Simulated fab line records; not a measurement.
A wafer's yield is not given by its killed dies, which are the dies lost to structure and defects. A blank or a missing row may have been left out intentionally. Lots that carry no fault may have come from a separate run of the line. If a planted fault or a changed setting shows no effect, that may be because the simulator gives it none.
Chamber matching :: flow n5-finfet :: ald-sin-04 running N5_SD_EPI_N_LINER_46: 4 sister chambers
The step material SiNx, target thk 3 nm. 4 wafers are shown with their chamber, then 12 later ones without.

== WAFERS WITH THEIR CHAMBER ==
wafer: L088.2
chamber: 0
heater-power-w (W): 781

wafer: L088.6
chamber: 1
heater-power-w (W): 833

wafer: L090.3
chamber: 3
heater-power-w (W): 766

wafer: L090.5
chamber: 2
heater-power-w (W): 982

== WAFERS WITHOUT THEIR CHAMBER ==
wafer: L091.3
heater-power-w (W): 932

wafer: L091.4
heater-power-w (W): 935

wafer: L091.6
heater-power-w (W): 816

wafer: L092.2
heater-power-w (W): 801

wafer: L092.3
heater-power-w (W): 818

wafer: L092.5
heater-power-w (W): 799

wafer: L096.3
heater-power-w (W): 763

wafer: L096.5
heater-power-w (W): 823

wafer: L096.6
heater-power-w (W): 799

wafer: L097.1
heater-power-w (W): 796

wafer: L097.3
heater-power-w (W): 792

wafer: L097.4
heater-power-w (W): 781

== EACH ONE'S CHAMBER ==
wafer: L091.3
from the rows above: 2
in truth: 2

wafer: L091.4
from the rows above: 2
in truth: 2

wafer: L091.6
from the rows above: can't be placed: 1 or 0 or 3
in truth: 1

wafer: L092.2
from the rows above: can't be placed: 0 or 1 or 3
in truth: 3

wafer: L092.3
from the rows above: can't be placed: 1 or 0 or 3
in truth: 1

wafer: L092.5
from the rows above: can't be placed: 0 or 3 or 1
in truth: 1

wafer: L096.3
from the rows above: can't be placed: 3 or 0
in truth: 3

wafer: L096.5
from the rows above: can't be placed: 1 or 0 or 3
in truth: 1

wafer: L096.6
from the rows above: can't be placed: 0 or 3 or 1
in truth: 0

wafer: L097.1
from the rows above: can't be placed: 0 or 3 or 1
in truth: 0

wafer: L097.3
from the rows above: can't be placed: 0 or 3 or 1
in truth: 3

wafer: L097.4
from the rows above: can't be placed: 0 or 3
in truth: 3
Correctly placed: 2 of 12. Can't be placed from these rows: 10 (the true chamber is among the candidates in 10). Placed wrongly: 0.
How it was worked out, from the rows above alone: a wafer's distance from a chamber is the root of the sum, over the readings, of the square of ((its reading less the chamber's mean) divided by the reading's scatter). If the next closest chamber is less than 2 further off than the closest, the wafer can't be placed; otherwise it belongs to the closest. The mean given for a chamber averages the wafers shown for that chamber. The scatter: root of mean squared gap, hidden wafer to nearest shown wafer, with one shown wafer a chamber.
